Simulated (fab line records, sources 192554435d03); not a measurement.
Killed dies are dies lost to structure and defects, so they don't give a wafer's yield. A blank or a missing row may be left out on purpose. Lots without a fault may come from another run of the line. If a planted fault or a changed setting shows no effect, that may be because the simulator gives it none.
The tool behind it: which one?    flow n5 finfet    24 lots with 72 wafers sampled at 6 steps, on a route of 1938 steps

## WHAT EACH GAUGE READ, for each wafer
The record lacks any reading of a measuring or inspecting step that a usual standard deviation could be used to judge.

## TOOL THAT RAN EACH LOT (tool first, then ch and the chambers of the sampled wafers, then the start)
lot   N5_BEOL_M3_ANNEAL_91          N5_BEOL_M3_SPUTTER_92         N5_BEOL_M4_ETCH_74                  N5_BEOL_M4_ETCH_69                  N5_BEOL_M4_ETCH_70                  N5_BEOL_M4_ANNEAL_49
L074  pvd sputter-03, day 7 12:11   pvd sputter-03, day 7 12:19   rie diel-01 ch 0,1,2, day 7 17:11   rie diel-01 ch 0,1,2, day 7 18:05   rie diel-06 ch 0,1,3, day 7 19:18   pvd sputter-02, day 7 21:03
L076  pvd sputter-02, day 7 19:16   pvd sputter-02, day 7 19:24   rie diel-01 ch 0,2,3, day 7 23:28   rie diel-01 ch 0,2,3, day 8 00:23   rie diel-01 ch 0,1,2, day 8 03:47   pvd sputter-02, day 8 05:32
L075  pvd sputter-01, day 7 20:56   pvd sputter-01, day 7 21:05   rie diel-04 ch 0,2,3, day 8 00:02   rie diel-06 ch 1,2,3, day 8 01:07   rie diel-06 ch 0,1,3, day 8 03:59   pvd sputter-03, day 8 05:41
L077  pvd sputter-03, day 8 01:38   pvd sputter-03, day 8 01:47   rie diel-06 ch 0,1,2, day 8 04:53   rie diel-04 ch 1,2, day 8 05:47     rie diel-01 ch 1,2, day 8 14:05     pvd sputter-03, day 8 15:40
L078  pvd sputter-01, day 8 03:23   pvd sputter-01, day 8 03:32   rie diel-04 ch 0,2,3, day 8 06:08   rie diel-04 ch 0,1,3, day 8 07:01   rie diel-06 ch 0,1,2, day 8 14:16   pvd sputter-02, day 8 16:04
L079  pvd sputter-02, day 8 13:53   pvd sputter-02, day 8 14:02   rie diel-01 ch 0,1,3, day 8 16:38   rie diel-01 ch 0,2,3, day 8 17:32   rie diel-01 ch 0,2,3, day 8 18:14   pvd sputter-01, day 8 19:49
L080  pvd sputter-03, day 9 00:52   pvd sputter-03, day 9 01:01   rie diel-06 ch 0,2,3, day 9 03:29   rie diel-06 ch 2,3, day 9 04:31     rie diel-04 ch 0,1,3, day 9 11:13   pvd sputter-03, day 9 12:50
L081  pvd sputter-02, day 9 01:50   pvd sputter-02, day 9 01:59   rie diel-04 ch 0,1,2, day 9 08:16   rie diel-04 ch 2,3, day 9 09:10     rie diel-06 ch 0,2,3, day 9 11:29   pvd sputter-01, day 9 13:25
L082  pvd sputter-01, day 9 12:28   pvd sputter-01, day 9 12:37   rie diel-06 ch 0,1,3, day 9 15:52   rie diel-04 ch 1,3, day 9 17:02     rie diel-01 ch 0,1,3, day 9 17:39   pvd sputter-02, day 9 19:50
L083  pvd sputter-02, day 9 19:06   pvd sputter-02, day 9 19:14   rie diel-01 ch 0,1,2, day 9 22:10   rie diel-06 ch 0,1,3, day 9 23:16   rie diel-04 ch 2,3, day 10 02:34    pvd sputter-01, day 10 05:25
L084  pvd sputter-03, day 9 23:04   pvd sputter-03, day 9 23:12   rie diel-01 ch 0,1, day 10 02:47    rie diel-06 ch 0,2,3, day 10 03:51  rie diel-04 ch 1,2, day 10 09:39    pvd sputter-03, day 10 11:38
L086  pvd sputter-02, day 10 09:08  pvd sputter-02, day 10 09:16  rie diel-04 ch 0,1,2, day 10 11:44  rie diel-06 ch 1,2,3, day 10 12:45  rie diel-01 ch 1,2, day 10 15:59    pvd sputter-03, day 10 17:53
L085  pvd sputter-01, day 10 09:11  pvd sputter-01, day 10 09:19  rie diel-06 ch 0,1,2, day 10 11:53  rie diel-04 ch 2,3, day 10 13:13    rie diel-06 ch 1,2,3, day 10 16:08  pvd sputter-01, day 10 18:12
L087  pvd sputter-01, day 10 12:25  pvd sputter-01, day 10 12:34  rie diel-06 ch 0,1,3, day 10 16:50  rie diel-01 ch 0,1,2, day 10 17:51  rie diel-04 ch 2,3, day 10 23:57    pvd sputter-02, day 11 01:25
L088  pvd sputter-01, day 10 15:31  pvd sputter-01, day 10 15:40  rie diel-04 ch 0,2,3, day 10 18:12  rie diel-04 ch 0,1,2, day 10 19:16  rie diel-06 ch 0,1,2, day 11 00:02  pvd sputter-01, day 11 01:43
L089  pvd sputter-02, day 10 23:17  pvd sputter-02, day 10 23:25  rie diel-01 ch 0,2,3, day 11 01:42  rie diel-01 ch 0,3, day 11 02:36    rie diel-01 ch 0,2,3, day 11 08:19  pvd sputter-01, day 11 10:19
L091  pvd sputter-02, day 11 12:29  pvd sputter-02, day 11 12:38  rie diel-01 ch 0,2,3, day 11 15:40  rie diel-04 ch 1,2, day 11 16:44    rie diel-06 ch 0,2, day 11 21:37    pvd sputter-03, day 12 01:53
L090  pvd sputter-01, day 11 21:15  pvd sputter-01, day 11 21:23  rie diel-06 ch 0,2, day 12 02:48    rie diel-04 ch 1,3, day 12 03:44    rie diel-04 ch 2,3, day 12 05:29    pvd sputter-01, day 12 06:59
L092  pvd sputter-02, day 12 05:11  pvd sputter-02, day 12 05:20  rie diel-04 ch 1,2,3, day 12 07:37  rie diel-04 ch 1,2,3, day 12 09:00  rie diel-06 ch 0,3, day 12 09:31    pvd sputter-01, day 12 11:08
L093  pvd sputter-01, day 12 05:58  pvd sputter-01, day 12 06:07  rie diel-04 ch 1,2, day 12 09:44    rie diel-01 ch 1,2,3, day 12 10:53  rie diel-01 ch 0,1,3, day 12 11:45  pvd sputter-01, day 12 13:36
L094  pvd sputter-03, day 12 09:03  pvd sputter-03, day 12 09:11  rie diel-01 ch 0,2, day 12 12:41    rie diel-01 ch 1,2,3, day 12 13:35  rie diel-01 ch 1,2, day 12 15:12    pvd sputter-02, day 12 17:10
L095  pvd sputter-03, day 12 19:01  pvd sputter-03, day 12 19:10  rie diel-01 ch 0,1, day 12 23:29    rie diel-06 ch 0,2,3, day 13 00:44  rie diel-04 ch 0,1, day 13 10:44    pvd sputter-01, day 13 12:44
L096  pvd sputter-03, day 12 21:45  pvd sputter-03, day 12 21:53  rie diel-06 ch 0,2,3, day 13 00:29  rie diel-06 ch 0,2,3, day 13 01:29  rie diel-01 ch 0,2,3, day 13 02:33  pvd sputter-02, day 13 06:27
L097  pvd sputter-01, day 13 05:55  pvd sputter-01, day 13 06:03  rie diel-01 ch 1,3, day 13 09:02    rie diel-01 ch 0,1,3, day 13 09:56  rie diel-06 ch 0,2,3, day 13 14:01  pvd sputter-01, day 13 17:27
- N5_BEOL_M3_ANNEAL_91: time 240 s.
- N5_BEOL_M3_SPUTTER_92: material Cu, target thk 4.5 nm, time 8.29 s.
- N5_BEOL_M4_ETCH_74: etches underlayer in N2/H2, target depth 6.5 nm, time 5.2 s.
- N5_BEOL_M4_ETCH_69: etches SiARC in CF4, target depth 15.6 nm, time 26 s.
- N5_BEOL_M4_ETCH_70: etches SOC in N2/H2, target depth 80 nm, overetch 24 nm, time 130 s.
- N5_BEOL_M4_ANNEAL_49: time 240 s.

## WHAT THE TOOLS THEMSELVES READ (means of the sampled wafers that have a number; where no wafer has one, the mark that the record gives instead)
N5_BEOL_M3_ANNEAL_91. Usual: heater power w 869 W, standard deviation 110.
lot   tool            heater power w (W)  flag
L074  pvd sputter-03  951                 
L076  pvd sputter-02  853                 
L075  pvd sputter-01  833                 
L077  pvd sputter-03  945                 
L078  pvd sputter-01  870                 
L079  pvd sputter-02  837                 
L080  pvd sputter-03  927                 
L081  pvd sputter-02  852                 
L082  pvd sputter-01  805                 
L083  pvd sputter-02  905                 
L084  pvd sputter-03  750                 
L086  pvd sputter-02  898                 
L085  pvd sputter-01  804                 
L087  pvd sputter-01  851                 
L088  pvd sputter-01  830                 
L089  pvd sputter-02  809                 
L091  pvd sputter-02  939                 
L090  pvd sputter-01  859                 
L092  pvd sputter-02  871                 
L093  pvd sputter-01  850                 
L094  pvd sputter-03  920                 
L095  pvd sputter-03  757                 
L096  pvd sputter-03  806                 
L097  pvd sputter-01  812                 

N5_BEOL_M3_SPUTTER_92. Usual: throttle valve pct 29.9 %, standard deviation 1.1.
lot   tool            throttle valve pct (%)  flag
L074  pvd sputter-03  29.9                    
L076  pvd sputter-02  30.3                    
L075  pvd sputter-01  30.2                    
L077  pvd sputter-03  29.8                    
L078  pvd sputter-01  30.0                    
L079  pvd sputter-02  29.8                    
L080  pvd sputter-03  28.9                    
L081  pvd sputter-02  29.6                    
L082  pvd sputter-01  30.1                    
L083  pvd sputter-02  30.3                    
L084  pvd sputter-03  29.6                    
L086  pvd sputter-02  30.2                    
L085  pvd sputter-01  29.9                    
L087  pvd sputter-01  30.0                    
L088  pvd sputter-01  30.3                    
L089  pvd sputter-02  28.9                    
L091  pvd sputter-02  29.9                    
L090  pvd sputter-01  30.7                    
L092  pvd sputter-02  30.3                    
L093  pvd sputter-01  29.9                    
L094  pvd sputter-03  28.9                    
L095  pvd sputter-03  30.3                    
L096  pvd sputter-03  30.2                    
L097  pvd sputter-01  30.1                    

N5_BEOL_M4_ETCH_74. Usual: drypump motor current A 5.6 A, standard deviation 0.51; etch rf on time s 5.20 s, standard deviation 0.067; oes product au 0.68 a.u., standard deviation 0.084; rf vpp V 524.4 V, standard deviation 2.5; showerhead plenum p Torr 2.56 Torr, standard deviation 0.081; throttle valve pct 17.85 %, standard deviation 0.17.
lot   tool         drypump motor current A (A)  etch rf on time s (s)  oes product au (a.u.)  rf vpp V (V)  showerhead plenum p Torr (Torr)  throttle valve pct (%)  flag
L074  rie diel-01  5.3                          5.14                   0.75                   524.1         2.55                             17.76                   
L076  rie diel-01  5.6                          5.19                   0.74                   524.6         2.58                             17.82                   
L075  rie diel-04  5.9                          5.16                   0.68                   524.7         2.55                             17.94                   
L077  rie diel-06  5.4                          5.24                   0.68                   524.1         2.55                             17.84                   
L078  rie diel-04  5.9                          5.16                   0.67                   523.5         2.55                             17.92                   
L079  rie diel-01  5.4                          5.17                   0.77                   525.0         2.57                             17.76                   
L080  rie diel-06  5.9                          5.28                   0.68                   525.5         2.60                             17.82                   
L081  rie diel-04  5.9                          5.20                   0.66                   525.8         2.58                             18.06                   
L082  rie diel-06  5.9                          5.22                   0.62                   525.6         2.60                             17.93                   
L083  rie diel-01  5.2                          5.15                   0.72                   523.5         2.54                             17.79                   
L084  rie diel-01  5.2                          5.10                   0.77                   523.8         2.57                             17.88                   
L086  rie diel-04  5.9                          5.22                   0.72                   525.4         2.58                             17.93                   
L085  rie diel-06  5.4                          5.22                   0.67                   525.1         2.55                             17.87                   
L087  rie diel-06  5.9                          5.17                   0.61                   524.1         2.59                             17.96                   
L088  rie diel-04  5.9                          5.16                   0.74                   524.4         2.54                             17.83                   
L089  rie diel-01  5.5                          5.18                   0.71                   525.1         2.57                             17.88                   
L091  rie diel-01  5.6                          5.16                   0.70                   524.7         2.57                             17.87                   
L090  rie diel-06  5.5                          5.23                   0.67                   525.0         2.59                             17.91                   
L092  rie diel-04  5.9                          5.22                   0.65                   521.2         2.54                             17.88                   
L093  rie diel-04  5.9                          5.29                   0.62                   525.0         2.57                             18.00                   
L094  rie diel-01  5.5                          5.12                   0.65                   524.2         2.55                             17.91                   
L095  rie diel-01  5.2                          5.20                   0.73                   524.9         2.56                             17.93                   
L096  rie diel-06  5.9                          5.21                   0.66                   524.6         2.58                             17.90                   
L097  rie diel-01  5.4                          5.23                   0.71                   524.6         2.54                             17.74                   

N5_BEOL_M4_ETCH_69. Usual: drypump motor current A 5.7 A, standard deviation 0.52; etch rf on time s 25.9 s, standard deviation 0.36; oes product au 0.68 a.u., standard deviation 0.086; rf vpp V 184.2 V, standard deviation 1.2; showerhead plenum p Torr 2.15 Torr, standard deviation 0.067; throttle valve pct 15.58 %, standard deviation 0.16.
lot   tool         drypump motor current A (A)  etch rf on time s (s)  oes product au (a.u.)  rf vpp V (V)  showerhead plenum p Torr (Torr)  throttle valve pct (%)  flag
L074  rie diel-01  5.3                          25.8                   0.74                   184.6         2.15                             15.48                   
L076  rie diel-01  5.6                          26.0                   0.74                   184.3         2.17                             15.53                   
L075  rie diel-06  5.8                          25.9                   0.69                   184.0         2.14                             15.59                   
L077  rie diel-04  5.9                          26.1                   0.67                   185.0         2.17                             15.57                   
L078  rie diel-04  5.6                          26.0                   0.61                   183.8         2.10                             15.71                   
L079  rie diel-01  5.5                          25.8                   0.73                   183.3         2.17                             15.56                   
L080  rie diel-06  5.9                          25.7                   0.74                   184.2         2.14                             15.51                   
L081  rie diel-04  5.9                          25.5                   0.69                   183.4         2.12                             15.47                   
L082  rie diel-04  5.6                          26.0                   0.61                   183.6         2.09                             15.57                   
L083  rie diel-06  5.9                          26.1                   0.62                   184.9         2.18                             15.74                   
L084  rie diel-06  5.9                          25.8                   0.69                   184.1         2.18                             15.64                   
L086  rie diel-06  5.8                          26.1                   0.66                   183.2         2.14                             15.64                   
L085  rie diel-04  5.9                          25.8                   0.67                   184.2         2.12                             15.49                   
L087  rie diel-01  5.2                          25.8                   0.71                   183.3         2.14                             15.53                   
L088  rie diel-04  5.9                          25.6                   0.73                   184.0         2.16                             15.59                   
L089  rie diel-01  5.5                          25.6                   0.76                   185.0         2.18                             15.65                   
L091  rie diel-04  5.9                          26.3                   0.64                   184.1         2.16                             15.62                   
L090  rie diel-04  5.6                          25.8                   0.61                   182.6         2.06                             15.56                   
L092  rie diel-04  5.9                          25.6                   0.65                   184.2         2.13                             15.58                   
L093  rie diel-01  5.4                          26.1                   0.68                   183.4         2.12                             15.48                   
L094  rie diel-01  5.4                          25.6                   0.69                   183.3         2.12                             15.48                   
L095  rie diel-06  5.9                          26.0                   0.65                   184.8         2.17                             15.70                   
L096  rie diel-06  5.9                          26.2                   0.65                   183.9         2.17                             15.69                   
L097  rie diel-01  5.3                          26.1                   0.72                   183.8         2.14                             15.54                   

N5_BEOL_M4_ETCH_70. Usual: drypump motor current A 5.7 A, standard deviation 0.53; oes product au 0.59 a.u., standard deviation 0.068; rf vpp V 524.3 V, standard deviation 2.4; showerhead plenum p Torr 2.56 Torr, standard deviation 0.081; throttle valve pct 17.80 %, standard deviation 0.16.
lot   tool         drypump motor current A (A)  oes product au (a.u.)  rf vpp V (V)  showerhead plenum p Torr (Torr)  throttle valve pct (%)  flag
L074  rie diel-06  5.9                          0.55                   525.4         2.60                             17.87                   
L076  rie diel-01  5.3                          0.63                   523.6         2.54                             17.73                   
L075  rie diel-06  5.9                          0.54                   525.8         2.60                             17.87                   
L077  rie diel-01  5.1                          0.62                   522.6         2.50                             17.57                   
L078  rie diel-06  5.4                          0.59                   524.2         2.55                             17.81                   
L079  rie diel-01  5.5                          0.62                   524.6         2.58                             17.78                   
L080  rie diel-04  5.6                          0.52                   522.2         2.48                             17.95                   
L081  rie diel-06  5.9                          0.59                   526.3         2.60                             17.79                   
L082  rie diel-01  5.3                          0.66                   524.5         2.57                             17.73                   
L083  rie diel-04  5.9                          0.58                   522.6         2.51                             17.70                   
L084  rie diel-04  5.9                          0.56                   524.1         2.58                             17.92                   
L086  rie diel-01  5.3                          0.56                   522.5         2.51                             17.67                   
L085  rie diel-06  5.8                          0.57                   523.3         2.54                             17.79                   
L087  rie diel-04  6.2                          0.61                   526.1         2.61                             17.78                   
L088  rie diel-06  5.4                          0.57                   523.6         2.54                             17.84                   
L089  rie diel-01  5.6                          0.60                   524.3         2.57                             17.82                   
L091  rie diel-06  5.5                          0.58                   525.7         2.59                             17.86                   
L090  rie diel-04  6.3                          0.60                   525.6         2.60                             17.80                   
L092  rie diel-06  6.4                          0.54                   526.9         2.63                             17.91                   
L093  rie diel-01  5.4                          0.63                   524.5         2.56                             17.76                   
L094  rie diel-01  5.3                          0.55                   522.2         2.50                             17.70                   
L095  rie diel-04  5.6                          0.71                   522.9         2.50                             17.69                   
L096  rie diel-01  5.6                          0.59                   524.6         2.56                             17.84                   
L097  rie diel-06  5.9                          0.56                   524.5         2.58                             17.84                   

N5_BEOL_M4_ANNEAL_49. Usual: heater power w 859 W, standard deviation 110.
lot   tool            heater power w (W)  flag
L074  pvd sputter-02  864                 
L076  pvd sputter-02  857                 
L075  pvd sputter-03  789                 
L077  pvd sputter-03  800                 
L078  pvd sputter-02  901                 
L079  pvd sputter-01  817                 
L080  pvd sputter-03  941                 
L081  pvd sputter-01  782                 
L082  pvd sputter-02  896                 
L083  pvd sputter-01  856                 
L084  pvd sputter-03  787                 
L086  pvd sputter-03  883                 
L085  pvd sputter-01  840                 
L087  pvd sputter-02  845                 
L088  pvd sputter-01  863                 
L089  pvd sputter-01  875                 
L091  pvd sputter-03  885                 
L090  pvd sputter-01  855                 
L092  pvd sputter-01  824                 
L093  pvd sputter-01  870                 
L094  pvd sputter-02  934                 
L095  pvd sputter-01  871                 
L096  pvd sputter-02  870                 
L097  pvd sputter-01  850                 

## THE ANSWER, worked out from the rows above alone
Rule: take the mean of a lot's wafers that have a number; if it is more than 3 standard deviations from the usual mean, the lot is off. A lot without any number at a reading at which 4 lots or more have one is off too. Where the step has rows for the other lots, those lots are counted as sound. After the gauges, taken in route order, come the tools' own readings; for these a lot's mean is taken, as printed above. The first step at which some lot is off is used, and at that step the reading that is off furthest; a lot without a number counts as furthest.
No lot is off at any reading shown: from this, nothing can be told.

## WHAT THE SIMULATOR HAD PUT IN
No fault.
